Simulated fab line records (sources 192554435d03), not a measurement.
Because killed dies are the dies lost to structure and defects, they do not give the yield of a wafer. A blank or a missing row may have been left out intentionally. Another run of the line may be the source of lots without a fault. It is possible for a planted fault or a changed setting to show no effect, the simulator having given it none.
2 desks looking at one fault ; flow n5Finfet ; every desk sees just its own numbers, and what lay behind them comes last

## THE TOOL OWNER'S DESK: epiRpcvd-01
The tool's own readings at N5_SD_EPI_P_EPI_21 (deposits SiGe:B, time 355 s): means of the sampled wafers that have a number, for each lot that ran on this tool. If a lot's mean is further than 4 standard deviations from the usual mean, the lot is out of limits and carries the mark OUT (the distance appears in the brackets).
Columns: A = susceptorTempC at N5_SD_EPI_P_EPI_21, usual 549.96 C; B = susceptor_temp_C_max at N5_SD_EPI_P_EPI_21, usual 551.6
lot;first seen here;A;B
L121;day 4 00:10;549.82;551.5
L129;day 6 09:30;549.88;551.7
L132;day 6 20:40;549.95;552.1
This desk's verdict: no lot among the 3 shows anything out of limits.

## FROM THE METROLOGY DESK
Means of the sampled wafers that have a number, per lot and without regard to the tool the lot ran on: this is what the gauges read. If a lot's mean is further than 4 standard deviations from the usual mean, the lot is out of limits and carries the mark OUT (the distance appears in the brackets). 7 of its 11 readings are shown: the first one out of limits and those lying furthest out on some lot.
Columns: A = thkNm at N5_SD_EPI_P_EPI_MEAS_23, usual 61.1 nm; B = DIBL_P at N5_BEOL_M4_RC_MEAS_101, usual 36.5 mV/V; C = IOFF_N at N5_BEOL_M4_RC_MEAS_101, usual 0.16 nA/um; D = IOFF_P at N5_BEOL_M4_RC_MEAS_101, usual 0.21 nA/um; E = SS_N at N5_BEOL_M4_RC_MEAS_101, usual 71.6 mV/dec; F = VT_N at N5_BEOL_M4_RC_MEAS_101, usual 250 mV; G = VT_P at N5_BEOL_M4_RC_MEAS_101, usual -250.5 mV
lot;first seen here;A;B;C;D;E;F;G
L121;day 4 03:05;61.1;35.9;0.16;0.20;71.5;249;-252.0
L124;day 4 23:03;60.6;35.0;0.18;0.23;71.5;246;-250.0
L129;day 6 14:05;49.0 (-10) OUT;36.6;0.16;0.22;71.1;250;-247.3
L132;day 6 22:30;49.9 (-9.3) OUT;37.1;0.17;0.22;72.5;252;-250.3
L134;day 7 09:10;61.4;36.3;0.16;0.21;71.8;251;-249.5
L135;day 7 15:40;61.0;34.8;0.15;0.19;71.7;251;-252.2
L138;day 8 10:06;61.1;38.2;0.16;0.22;71.7;250;-252.9
L139;day 8 16:12;60.5;37.7;0.18;0.23;71.3;248;-248.0
L140;day 8 21:29;61.0;40.0;0.22;0.27;72.1;246;-245.0
This desk's verdict: out of limits on L129, L132, starting with L129 at day 6 14:05 (thkNm at N5_SD_EPI_P_EPI_MEAS_23). L121, L124, L134, L135, L138, L139, L140: within limits.

## TAKEN TOGETHER
On L129, L132, the metrology desk was in a position to raise an alarm at day 6 14:05.
The desk of the tool owner found nothing out of limits.
The tool owner's desk has L129, L132 on record, within its limits.
The lots listed all ran N5_SD_EPI_P_EPI_21 on epiRpcvd-01.

## WHAT WAS PUT IN BY THE SIMULATOR
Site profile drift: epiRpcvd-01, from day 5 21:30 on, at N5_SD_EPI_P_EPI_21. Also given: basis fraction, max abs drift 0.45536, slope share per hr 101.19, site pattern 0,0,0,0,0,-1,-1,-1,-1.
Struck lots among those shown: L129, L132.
Delay in hours, fault start to first out-of-limits reading, per desk: metrology desk 17.
